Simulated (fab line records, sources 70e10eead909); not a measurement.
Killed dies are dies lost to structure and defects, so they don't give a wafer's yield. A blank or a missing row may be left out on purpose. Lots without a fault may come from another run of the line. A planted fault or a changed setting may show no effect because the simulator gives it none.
fab line records | flow nand_harc
record lots=7 wafers=21 last_day=33
route steps=1302 shown A_M0@1164 A_M1@1169 END@1302
lots that met no fault: from a run of the same line without faults
start_h: hours from the record's first day to the start of the lot's first wafer shown | wait_h: hours since the lot's step before | " the same as in the row above | L1.1+2: a row that stands for several wafers | - no value, or no start given | * or withheld: withheld | < > ~ a bound
route shown NAME@n: a module of which the file shows steps, and the number in the route of the first | usual: mean/standard deviation of fault-free wafers | same: alike in all rows | chamber/n: place in a boat | sites: the reading at each site | _std_site: their standard deviation | _edge_site: outer sites' mean less inner sites' | radius_mm: how far each site lies from the wafer's centre | mask NAME#n: copy n | behind: the tool/chamber that last shaped the wafer | hold: why the lot was held/for how many hours/how that ended | device: the transistor (n, p or np) that didn't switch | end of line: the same wafers' tests at the end of the route | a step without rows: its recipe alone | killed: dies lost to structure and defects at the first sort, not the wafer's yield | map: a wafer's dies, x killed, . not, _ none there
set.NAME: the setting as run; set.NAME@STEP: as run at that earlier step | model.NAME: the simulator's own value behind a step, which no gauge read
lots at some steps of the route; a table a step, a row a wafer
services: from which hour (start_h, from the record's first day; less than 0 if before it) a tool's chamber was out of use, for how many hours, and why
## steps
# step NHARC_A_M0_SRD_25
# step NHARC_A_M0_INSPECT_27
# usual raw_defect_count=515/120
# columns lot.wafer tool chamber start_h wait_h raw_defect_count
L800.4 defect_inspect-02 - 543.88 0.0 547
L800.5 " - " " 777
L800.6 " - " " 710
L804.1 defect_inspect-01 - 587.91 0.0 433
L804.2 " - " " 422
L804.6 " - " " 577
L811.2 defect_inspect-02 - 675.96 0.0 454
L811.5 " - " " 569
L811.6 " - " " 408
L813.1 defect_inspect-02 - 682.22 0.0 575
L813.3 " - " " 455
L813.6 " - " " 605
L814.2 defect_inspect-01 - 686.61 0.0 608
L814.5 " - " " 530
L814.6 " - " " 431
L817.1 defect_inspect-02 - 731.95 0.0 554
L817.2 " - " " 401
L817.6 " - " " 476
L819.2 defect_inspect-01 - 760.05 0.0 583
L819.4 " - " " 564
L819.5 " - " " 749
# step NHARC_A_M0_PRE_CLEAN_31
# recipe time_s=12 temp_c=370 rf_power_w=300 gas=NH3
# usual heater_power_outer_w=365/77 heater_power_w=614/81
# columns lot.wafer tool chamber start_h wait_h heater_power_outer_w heater_power_w since_wet_clean_h
L800.5 pecvd-04 0 543.98 0.1 416 637 -
L800.4 " 1 " " 256 499 -
L800.6 " 2 " " 291 562 -
L804.1 pecvd-01 0 587.98 0.1 425 652 83
L804.2 " 1 " " 291 529 83
L804.6 " 0 " " 416 637 -
L811.2 pecvd-04 2 676.05 0.1 314 613 32
L811.5 " 0 " " 473 725 -
L811.6 " 2 " " 332 607 -
L813.3 pecvd-04 2 682.29 0.1 305 577 38
L813.1 " 1 " " 237 471 38
L813.6 " 0 " " 502 761 -
L814.2 pecvd-03 1 686.70 0.1 347 585 126
L814.5 " 2 " " 456 724 -
L814.6 " 1 " " 332 576 -
L817.1 pecvd-01 1 732.45 0.5 294 565 46
L817.2 " 2 " " 350 566 46
L817.6 " 1 " " 295 560 -
L819.2 pecvd-04 0 760.12 0.1 427 644 116
L819.4 " 0 " " 427 655 -
L819.5 " 1 " " 267 523 -
# step NHARC_A_M0_DEP_32
# recipe target_thk_a=300 temp_c=370 target_thk_nm=30 pressure_torr=3 flow_sccm=200 rf_w=450 material=SiCN
# usual heater_power_outer_w=329/77 heater_power_w=565/81
# columns lot.wafer tool chamber start_h wait_h heater_power_outer_w heater_power_w since_wet_clean_h
L800.5 pecvd-04 0 544.15 0.2 420 629 -
L800.4 " 1 " " 258 502 -
L800.6 " 2 " " 317 585 -
L804.1 pecvd-01 0 588.06 0.1 390 605 83
L804.2 " 1 " " 242 469 83
L804.6 " 0 " " 385 592 -
L811.2 pecvd-04 2 676.19 0.1 318 617 32
L811.5 " 0 " " 394 604 -
L811.6 " 2 " " 326 615 -
L813.3 pecvd-04 2 682.37 0.1 245 511 38
L813.1 " 1 " " 189 416 38
L813.6 " 0 " " 476 711 -
L814.2 pecvd-03 1 686.84 0.1 298 540 126
L814.5 " 2 " " 395 677 -
L814.6 " 1 " " 306 507 -
L817.1 pecvd-01 1 732.56 0.1 281 536 46
L817.2 " 2 " " 271 435 46
L817.6 " 1 " " 282 536 -
L819.2 pecvd-04 0 760.20 0.1 469 698 116
L819.4 " 0 " " 461 689 -
L819.5 " 1 " " 249 488 -
# step NHARC_A_M1_DEP_00
# recipe target_thk_a=1825 target_thk_nm=182.5 temp_c=withheld pressure_torr=5 flow_sccm=200 rf_w=600 material=SiOC
# step NHARC_A_M1_DEHYDRATE_01
# recipe temp_c=150 time_s=120
# step NHARC_A_M1_HMDS_02
# recipe time_s=30
# step NHARC_A_M1_COAT_34
# recipe temp_c=200 time_s=65
# step NHARC_A_M1_COAT_03
# recipe spin_rpm=1500 resist_thk_nm=90
# step NHARC_A_M1_SOFTBAKE_04
# recipe temp_c=105 time_s=55
# step NHARC_A_M1_EBR_05
# step NHARC_A_M1_EXPOSE_06
# recipe na=1.35 target_cd_nm=120 dose_mj=75.13 mask_id=A_M1
# usual exposure_dose_mJ_cm2=75.09/0.067 reticle_temp_C=23.02/0.11
# columns lot.wafer tool chamber start_h wait_h mask exposure_dose_mJ_cm2 reticle_temp_C
L800.4 arfi_scanner-01 0 545.15 - A_M1#0 75.16 23.03
L800.5 " 0 " " A_M1#0 75.13 22.99
L800.6 " 0 " " A_M1#0 75.10 23.20
L804.1 arfi_scanner-02 0 589.17 - A_M1#0 75.10 23.22
L804.2 " 0 " " A_M1#0 75.10 23.21
L804.6 " 0 " " A_M1#0 75.21 23.14
L811.2 arfi_scanner-01 0 677.21 - A_M1#0 57.07 23.03
L811.5 " 0 " " A_M1#0 57.06 22.87
L811.6 " 0 " " A_M1#0 56.99 23.05
L813.1 arfi_scanner-01 0 683.34 - A_M1#0 60.71 23.11
L813.3 " 0 " " A_M1#0 60.71 23.17
L813.6 " 0 " " A_M1#0 60.63 22.99
L814.2 arfi_scanner-01 0 687.77 - A_M1#0 63.59 22.96
L814.5 " 0 " " A_M1#0 63.62 23.04
L814.6 " 0 " " A_M1#0 63.58 23.01
L817.1 arfi_scanner-02 0 733.60 - A_M1#0 75.09 22.89
L817.2 " 0 " " A_M1#0 75.20 22.99
L817.6 " 0 " " A_M1#0 75.17 22.95
L819.2 arfi_scanner-02 0 761.45 - A_M1#0 75.08 23.14
L819.4 " 0 " " A_M1#0 75.07 23.19
L819.5 " 0 " " A_M1#0 75.16 22.92
# step NHARC_A_M1_PEB_07
# recipe peb_temp_c=100 peb_time_s=65
# step NHARC_A_M1_DEVELOP_08
# recipe develop_time_s=35 dev_temp_c=23
# step NHARC_A_M1_CD_MEAS_09
# recipe target_cd_nm=120 landing_energy_ev=500
# usual cd_nm=119.8/0.56
# columns lot.wafer tool chamber start_h wait_h cd_nm
L800.4 cd_sem-02 0 545.28 - 119.4
L800.5 " 0 " " 119.2
L800.6 " 0 " " 119.6
L804.1 cd_sem-01 0 589.31 - 119.9
L804.2 " 0 " " 120.6
L804.6 " 0 " " 120.3
L811.2 cd_sem-01 0 677.35 - 103.6
L811.5 " 0 " " 103.8
L811.6 " 0 " " 102.9
L813.1 cd_sem-01 0 683.48 - 107.2
L813.3 " 0 " " 106.8
L813.6 " 0 " " 107.0
L814.2 cd_sem-02 0 687.91 - 109.5
L814.5 " 0 " " 109.1
L814.6 " 0 " " 110.0
L817.1 cd_sem-02 0 733.74 - 119.4
L817.2 " 0 " " 120.0
L817.6 " 0 " " 119.3
L819.2 cd_sem-02 0 761.59 - 120.1
L819.4 " 0 " " 119.9
L819.5 " 0 " " 119.9
# step NHARC_A_M1_OVL_MEAS_10
# recipe pitch_nm=240
# usual overlay_x_nm=-0.2/0.65 overlay_y_nm=0.0/0.7
# columns lot.wafer tool chamber start_h wait_h overlay_x_nm overlay_y_nm
L800.4 overlay-01 - 545.36 - -0.5 0.4
L800.5 " - " " -0.3 0.9
L800.6 " - " " -0.1 0.7
L804.1 overlay-01 - 589.40 - 0.4 0.9
L804.2 " - " " 1.1 1.1
L804.6 " - " " 0.5 0.8
L811.2 overlay-01 - 677.43 - -0.6 -0.7
L811.5 " - " " -0.6 -1.2
L811.6 " - " " -1.0 -1.0
L813.1 overlay-01 - 683.57 - -0.3 0.5
L813.3 " - " " -0.2 0.0
L813.6 " - " " -0.1 -0.2
L814.2 overlay-01 - 688.00 - -0.6 1.1
L814.5 " - " " -1.1 0.6
L814.6 " - " " -1.3 1.1
L817.1 overlay-01 - 733.83 - -0.2 0.5
L817.2 " - " " 0.3 0.3
L817.6 " - " " -0.4 0.5
L819.2 overlay-02 - 761.68 - 0.1 0.4
L819.4 " - " " 0.5 0.4
L819.5 " - " " 0.2 0.5
# step NHARC_A_M1_INSPECT_11
# usual raw_defect_count=84/33
# columns lot.wafer tool chamber start_h wait_h raw_defect_count
L800.4 defect_inspect-01 - 545.40 0.0 59
L800.5 " - " " 62
L800.6 " - " " 87
L804.1 defect_inspect-02 - 589.44 0.0 76
L804.2 " - " " 82
L804.6 " - " " 94
L811.2 defect_inspect-01 - 677.47 0.0 79
L811.5 " - " " 93
L811.6 " - " " 69
L813.1 defect_inspect-02 - 683.61 0.0 83
L813.3 " - " " 57
L813.6 " - " " 64
L814.2 defect_inspect-02 - 688.03 0.0 125
L814.5 " - " " 92
L814.6 " - " " 98
L817.1 defect_inspect-01 - 733.86 0.0 125
L817.2 " - " " 109
L817.6 " - " " 120
L819.2 defect_inspect-01 - 761.72 0.0 90
L819.4 " - " " 98
L819.5 " - " " 92
# step NHARC_A_M1_DESCUM_14
# recipe time_s=3 o2_flow_sccm=200 ar_flow_sccm=0 bias_power_w=0 chemistry=O2
# usual drypump_motor_current_A=5.8/0.53 o2_flow_sccm=200.0/0.58 oes_product_au=1.002/0.0087 rf_vpp_V=57.8/0.89 showerhead_plenum_p_Torr=1.92/0.076 throttle_valve_pct=11.312/0.0078
# columns lot.wafer tool chamber start_h wait_h drypump_motor_current_A o2_flow_sccm oes_product_au rf_hours_counter_h rf_vpp_V showerhead_plenum_p_Torr throttle_valve_pct model.A_M1.cd_nm
L800.4 rie_diel-10 2 545.49 0.1 5.6 200.2 1.017 5.9 58.1 1.88 11.327 119.4
L800.5 " 3 " " 6.1 200.2 0.995 - 58.2 1.83 11.304 119.7
L800.6 " 0 " " 6.2 201.3 0.997 - 58.4 2.05 11.302 119
L804.1 rie_diel-10 3 589.51 0.1 6.1 200.0 1.002 9.5 57.6 1.83 11.319 120.2
L804.2 " 0 " " 6.2 199.6 1.005 9.0 56.1 2.05 11.323 120.3
L804.6 " 3 " " 6.1 199.9 0.993 - 58.7 1.83 11.305 120.5
L811.2 rie_diel-12 3 677.53 0.1 6.7 199.8 0.991 1.1 57.2 1.87 11.320 103.4
L811.5 " 3 " " 6.7 199.9 0.997 - 60.2 1.87 11.305 104.3
L811.6 " 0 " " 5.2 200.7 0.995 - 57.8 1.95 11.315 103
L813.1 rie_diel-12 1 683.67 0.1 6.0 199.7 1.011 1.7 58.2 1.97 11.311 107.2
L813.3 " 3 " " 6.7 200.1 0.992 1.5 56.4 1.87 11.315 106.9
L813.6 " 1 " " 6.0 200.2 1.010 - 57.6 1.97 11.294 107
L814.2 rie_diel-12 0 688.11 0.1 5.2 200.7 1.002 1.8 58.9 1.95 11.305 109.7
L814.6 " 0 " " 5.2 200.4 0.998 - 57.2 1.95 11.307 109.6
L814.5 " 1 " " 6.0 199.7 1.003 - 58.2 1.97 11.313 109.7
L817.1 rie_diel-10 3 734.01 0.1 6.1 200.0 1.007 6.8 57.2 1.82 11.306 120.4
L817.2 " 0 " " 6.2 200.1 1.014 7.2 57.5 2.05 11.316 121.1
L817.6 " 1 " " 5.0 200.6 1.008 - 58.9 2.01 11.337 119.8
L819.2 rie_diel-10 0 761.79 0.1 6.3 199.9 0.998 7.8 58.8 2.05 11.322 120.8
L819.4 " 1 " " 4.9 199.6 1.012 8.2 57.1 2.01 11.310 120.2
L819.5 " 0 " " 6.2 199.4 1.000 - 56.9 2.05 11.307 121.1
# step NHARC_A_M1_ETCH_35
# recipe target_depth_a=400 overetch_a=120 time_s=43.94 ion_energy_ev=200 n2_flow_sccm=150 h2_flow_sccm=150 ar_flow_sccm=0 rf_w=400 bias_w=150 chemistry=N2/H2
# usual drypump_motor_current_A=5.8/0.52 oes_product_au=1.002/0.0076 rf_vpp_V=430.9/2.7 showerhead_plenum_p_Torr=2.05/0.087 throttle_valve_pct=14.170/0.008
# columns lot.wafer tool chamber start_h wait_h drypump_motor_current_A oes_product_au rf_hours_counter_h rf_vpp_V showerhead_plenum_p_Torr throttle_valve_pct
L800.4 rie_diel-10 3 545.56 0.1 6.1 0.992 6.1 429.1 1.95 14.180
L800.5 " 0 " " 6.2 0.991 - 432.8 2.19 14.167
L800.6 " 1 " " 5.0 1.010 - 435.0 2.15 14.182
L804.2 rie_diel-10 3 589.58 0.1 6.1 0.987 9.5 428.7 1.94 14.171
L804.1 " 0 " " 6.2 0.991 9.0 433.1 2.19 14.169
L804.6 " 0 " " 6.2 0.984 - 434.2 2.19 14.182
L811.2 rie_diel-12 0 677.62 0.1 5.3 1.000 1.3 432.5 2.08 14.146
L811.6 " 3 " " 6.7 0.987 - 429.3 1.99 14.168
L811.5 " 0 " " 5.2 0.996 - 432.2 2.08 14.173
L813.1 rie_diel-12 3 683.76 0.1 6.7 0.992 1.5 428.9 1.99 14.176
L813.3 " 0 " " 5.2 1.000 1.7 431.9 2.08 14.172
L813.6 " 2 " " 5.5 1.002 - 429.8 1.96 14.153
L814.2 rie_diel-12 1 688.20 0.1 6.0 1.002 1.8 431.6 2.10 14.171
L814.5 " 1 " " 6.0 0.998 - 434.0 2.10 14.180
L814.6 " 0 " " 5.2 1.002 - 432.9 2.08 14.167
L817.1 rie_diel-10 0 734.09 0.1 6.2 1.003 7.2 435.9 2.19 14.176
L817.2 " 1 " " 4.9 1.005 7.6 434.1 2.14 14.164
L817.6 " 2 " " 5.6 1.008 - 431.2 2.00 14.180
L819.4 rie_diel-10 1 761.90 0.1 5.0 1.009 8.2 433.5 2.14 14.180
L819.2 " 3 " " 6.1 1.008 7.5 428.6 1.94 14.167
L819.5 " 2 " " 5.6 1.004 - 430.0 2.00 14.166
# step NHARC_A_M1_ETCH_15
# recipe target_depth_a=1825 time_s=91.2 c4f8_flow_sccm=withheld ar_flow_sccm=400 rf_w=600 bias_w=300 chemistry=C4F8/Ar
# usual oes_product_au=0.956/0.02 rf_vpp_V=441.1/2.5
# columns lot.wafer tool chamber start_h wait_h oes_product_au rf_hours_counter_h rf_vpp_V
L800.4 rie_diel-10 3 - - 0.956 6.1 438.8
L800.5 " 2 " " 0.993 - 439.1
L800.6 " 3 " " 0.954 - 439.6
L804.2 rie_diel-10 0 - - 0.972 9.1 444.8
L804.1 " 1 " " 0.972 8.3 443.4
L804.6 " 1 " " 0.977 - 445.5
L811.2 rie_diel-12 1 - - 0.974 1.3 442.0
L811.5 " 0 " " 0.952 - 441.9
L811.6 " 1 " " 0.981 - 442.3
L813.1 rie_diel-12 2 - - 0.954 1.7 438.9
L813.3 " 3 " " 0.950 1.6 440.5
L813.6 " 0 " " 0.955 - 442.1
L814.2 rie_diel-12 1 - - 0.966 1.9 442.9
L814.6 " 3 " " 0.953 - 440.2
L814.5 " 0 " " 0.956 - 441.7
L817.2 rie_diel-10 0 - - 0.974 7.2 443.2
L817.1 " 2 " " 0.960 7.3 439.7
L817.6 " 0 " " 0.983 - 445.8
L819.4 rie_diel-10 1 - - 0.941 8.2 443.5
L819.2 " 2 " " 0.920 7.9 440.2
L819.5 " 0 " " 0.926 - 444.9
# step NHARC_A_M1_CD_MEAS_16
# usual cd_nm=119.8/0.73
# columns lot.wafer tool chamber start_h wait_h cd_nm
L800.4 cd_sem-02 - 545.78 - 119.2
L800.5 " - " " 119.3
L800.6 " - " " 118.5
L804.1 cd_sem-01 - 589.80 - 119.7
L804.2 " - " " 120.0
L804.6 " - " " 120.3
L811.2 cd_sem-01 - 677.84 - 103.2
L811.5 " - " " 104.6
L811.6 " - " " 102.7
L813.1 cd_sem-03 - 683.97 - 106.4
L813.3 " - " " 107.1
L813.6 " - " " 106.6
L814.2 cd_sem-02 - 688.44 - 109.8
L814.5 " - " " 109.9
L814.6 " - " " 109.2
L817.1 cd_sem-02 - 734.30 - 120.3
L817.2 " - " " 121.1
L817.6 " - " " 119.6
L819.2 cd_sem-03 - 762.12 - 120.3
L819.4 " - " " 119.4
L819.5 " - " " 120.5
# step NHARC_A_M1_STRIP_18
# recipe power_w=1000 n2_flow_sccm=150 h2_flow_sccm=150 ar_flow_sccm=0 bias_w=0 chemistry=N2/H2
# usual drypump_motor_current_A=5.7/0.53 oes_product_au=0.998/0.0089 rf_vpp_V=90.6/0.98 showerhead_plenum_p_Torr=2.03/0.083 throttle_valve_pct=14.171/0.0086
# columns lot.wafer tool chamber start_h wait_h drypump_motor_current_A oes_product_au rf_hours_counter_h rf_vpp_V showerhead_plenum_p_Torr throttle_valve_pct
L800.4 rie_diel-12 0 545.92 0.1 5.2 0.989 2.7 90.0 2.08 14.182
L800.5 " 1 " " 6.0 1.001 - 90.9 2.10 14.178
L800.6 " 2 " " 5.5 0.995 - 90.8 1.96 14.172
L804.2 rie_diel-10 1 589.88 0.1 5.0 1.011 8.3 91.2 2.15 14.161
L804.1 " 2 " " 5.6 1.017 8.7 90.3 2.01 14.172
L804.6 " 1 " " 5.0 1.011 - 91.0 2.15 14.172
L811.2 rie_diel-05 0 677.99 0.1 5.6 1.014 4.4 90.6 1.97 14.169
L811.6 " 1 " " 5.3 0.978 - 89.0 1.89 14.183
L811.5 " 2 " " 6.3 0.985 - 91.0 2.05 14.167
L813.3 rie_diel-12 0 684.04 0.1 5.2 1.008 1.7 91.3 2.08 14.167
L813.1 " 3 " " 6.7 1.001 1.6 90.4 1.99 14.196
L813.6 " 3 " " 6.7 0.998 - 91.9 1.99 14.172
L814.2 rie_diel-05 0 688.57 0.1 5.6 1.000 5.5 91.6 1.97 14.165
L814.5 " 2 " " 6.2 0.990 - 90.7 2.05 14.168
L814.6 " 3 " " 5.0 0.987 - 92.4 2.15 14.164
L817.2 rie_diel-12 3 734.37 0.1 6.7 0.989 2.9 89.9 1.99 14.169
L817.1 " 2 " " 5.5 0.990 3.8 89.0 1.96 14.175
L817.6 " 3 " " 6.7 0.987 - 90.5 1.99 14.172
L819.2 rie_diel-12 3 762.19 0.1 6.7 1.004 3.5 90.7 1.99 14.164
L819.4 " 1 " " 6.0 1.005 4.5 90.0 2.10 14.170
L819.5 " 3 " " 6.7 0.989 - 90.9 1.99 14.174
# step NHARC_A_M1_ETCH_28
# recipe target_depth_a=300 over_etch_frac=0.3 time_s=72.99 ion_energy_ev=150 cf4_flow_sccm=50 n2_flow_sccm=100 ar_flow_sccm=150 rf_w=300 bias_w=100 chemistry=CF4/N2
# usual drypump_motor_current_A=5.7/0.54 oes_product_au=0.999/0.0092 rf_vpp_V=314.0/1.7 showerhead_plenum_p_Torr=2.61/0.097 throttle_valve_pct=19.796/0.0096
# columns lot.wafer tool chamber start_h wait_h drypump_motor_current_A oes_product_au rf_hours_counter_h rf_vpp_V showerhead_plenum_p_Torr throttle_valve_pct model.A_M1.cd_nm
L800.4 rie_diel-12 3 - - 6.7 1.006 2.6 314.2 2.57 19.800 118.7
L800.6 " 2 " " 5.5 0.999 - 311.9 2.54 19.800 118.5
L800.5 " 3 " " 6.7 1.007 - 312.5 2.57 19.806 119.8
L804.2 rie_diel-10 2 - - 5.6 1.012 8.8 312.1 2.59 19.808 120
L804.1 " 0 " " 6.2 0.990 9.2 316.4 2.81 19.770 120.4
L804.6 " 1 " " 5.0 1.004 - 317.0 2.75 19.798 120.4
L811.2 rie_diel-05 0 - - 5.6 1.011 4.4 314.1 2.54 19.793 103.5
L811.6 " 3 " " 5.0 1.011 - 317.3 2.76 19.788 102.5
L811.5 " 0 " " 5.6 1.008 - 312.9 2.54 19.774 104.3
L813.1 rie_diel-12 0 - - 5.2 1.000 1.8 314.6 2.67 19.794 106.9
L813.3 " 3 " " 6.7 0.993 1.6 313.6 2.57 19.798 107.1
L813.6 " 1 " " 6.0 1.008 - 314.5 2.70 19.784 106.9
L814.2 rie_diel-05 0 - - 5.6 1.018 5.5 312.9 2.54 19.800 110.4
L814.6 " 2 " " 6.2 0.985 - 314.3 2.63 19.789 109.6
L814.5 " 3 " " 5.0 0.999 - 315.4 2.76 19.802 110.6
L817.2 rie_diel-12 3 - - 6.7 0.988 3.0 313.2 2.57 19.806 121.6
L817.1 " 1 " " 6.0 1.007 3.9 316.3 2.70 19.798 121
L817.6 " 3 " " 6.7 0.995 - 314.1 2.57 19.789 120.2
L819.2 rie_diel-12 2 - - 5.5 1.004 4.3 311.3 2.53 19.799 120.6
L819.4 " 3 " " 6.7 0.998 3.6 313.4 2.57 19.804 120.1
L819.5 " 2 " " 5.5 1.003 - 313.6 2.53 19.785 120
# step NHARC_A_M1_STRIP_19
# recipe time_s=600 temp_c=30 chemistry=post_etch_residue_remover
# step NHARC_END_SORT_01
# recipe temp_c=25
# usual defect_limited_yield=91.4/2.5 killed_at_array=54/17 killed_at_other=1.0/1.4 killed_at_periphery=3.6/2.1 killed_dies=58/17 killed_open=3.2/2 killed_short=2.5/1.5
# same gross_dies=677
# columns lot.wafer tool chamber start_h wait_h defect_limited_yield[%] killed_at_array killed_at_other killed_at_periphery killed_dies killed_open killed_short
L813.1 prober-01 0 722.22 2.5 89.4 67 0 5 72 1 0
L813.3 prober-01 0 723.84 3.1 93.1 43 0 4 47 3 2
L813.6 prober-01 0 726.28 4.1 89.2 70 0 3 73 2 4
L814.2 prober-02 0 722.94 2.8 88.9 70 0 5 75 3 0
# killed by level:class
L813.1 A_CHANNEL_HOLE_D1:chamber_film_flake=36 A_M1:area_expose=17 A_CONTACT:chamber_film_flake=7 P_M1:chamber_film_flake=5 A_SLIT:chamber_film_flake=3 A_STAIRCASE:chamber_film_flake=2 A_M0:geometric_particle:open=1 A_CHANNEL_FILL_D1:chamber_film_flake=1
L814.2 A_SLIT:chamber_film_flake=28 A_CHANNEL_HOLE_D2:chamber_film_flake=17 A_CHANNEL_HOLE_D1:chamber_film_flake=14 A_M1:area_expose=3 P_STI:chamber_film_flake=2 A_ZERO_WELL:chamber_film_flake=2 A_STAIRCASE:chamber_film_flake=2 A_CHANNEL_FILL_D1:geometric_particle:open=1
L813.3 A_M1:area_expose=13 A_CHANNEL_HOLE_D1:chamber_film_flake=10 A_CONTACT:chamber_film_flake=5 P_M1:chamber_film_flake=4 A_SLIT:chamber_film_flake=4 A_STAIRCASE:chamber_film_flake=3 A_ONON_D2:geometric_particle:open=2 A_ONON_D1:geometric_particle:short=1
L813.6 A_CHANNEL_HOLE_D1:chamber_film_flake=34 A_M1:area_expose=18 A_CONTACT:chamber_film_flake=8 A_M0:geometric_particle:short=3 A_SLIT:chamber_film_flake=3 P_M1:chamber_film_flake=2 A_ONON_D1:geometric_particle:short=1 A_ONON_D1:geometric_particle:open=1
## services
# columns tool chamber start_h hours kind
rie_diel-05 1 522.02 4.5 repair
rie_diel-10 1 547.13 4.0 repair
arfi_scanner-02 - 557.35 6.8 repair
rie_diel-12 - 561.26 1.0 repair
arfi_scanner-02 - 574.16 0.9 repair
arfi_scanner-02 - 578.30 1.8 repair
rie_diel-05 - 583.80 9.0 pm
arfi_scanner-01 - 584.78 2.2 repair
arfi_scanner-01 - 596.00 4.0 pm
rie_diel-10 - 596.50 9.0 pm
pecvd-01 - 601.23 0.5 repair
pecvd-01 - 612.21 1.5 repair
rie_diel-12 1 621.60 15.4 repair
rie_diel-12 - 622.40 9.0 pm
pecvd-04 - 631.09 13.0 pm
rie_diel-05 1 649.33 1.8 repair
arfi_scanner-02 - 656.00 4.0 pm
arfi_scanner-01 - 657.84 1.0 repair
pecvd-01 - 673.42 13.0 pm
rie_diel-12 2 683.95 4.8 repair
rie_diel-12 3 707.50 11.6 repair
pecvd-04 0 720.97 1.9 repair
rie_diel-05 2 727.05 2.0 repair
rie_diel-05 - 760.80 9.0 pm
## key
first_sign step=NHARC_A_M1_EXPOSE_06 reading=exposure_dose_mJ_cm2 direction=down sigmas=99+ usual=75.09 struck=60.44
effect step=NHARC_A_M1_CD_MEAS_09 reading=cd_nm direction=down sigmas=24 usual=119.8 struck=106.7 through=control_loop
effect step=NHARC_A_M1_CD_MEAS_16 reading=cd_nm direction=down sigmas=18 usual=119.8 struck=106.6 through=control_loop
model_effect step=NHARC_A_M1_DESCUM_14 value=A_M1.cd_nm without=119.8 struck=106.8
model_effect step=NHARC_A_M1_ETCH_28 value=A_M1.cd_nm without=119.9 struck=106.9
met_at NHARC_A_M1_EXPOSE_06
struck_wafers L811.2,L811.5,L811.6,L813.1,L813.3,L813.6,L814.2,L814.5,L814.6
sort_left_out L811.2,L811.5,L811.6
loop_trim step=NHARC_A_M1_EXPOSE_06 setting=dose lots=L813,L814
onset_between 545.15 677.21
fault kind=process_parameter_drift tool=arfi_scanner-01 chamber=- onset_h=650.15 steps=NHARC_A_M1_EXPOSE_06 channel=dose_mj offset=-18.052 shape=step acts_in=these_recipes_only stated=75.13
# sort_left_out: the simulated sort isn't trusted on such a fault, so these wafers' sort isn't shown, and their yield isn't known
# loop_trim: a control loop set the setting to another value than it would have without faults
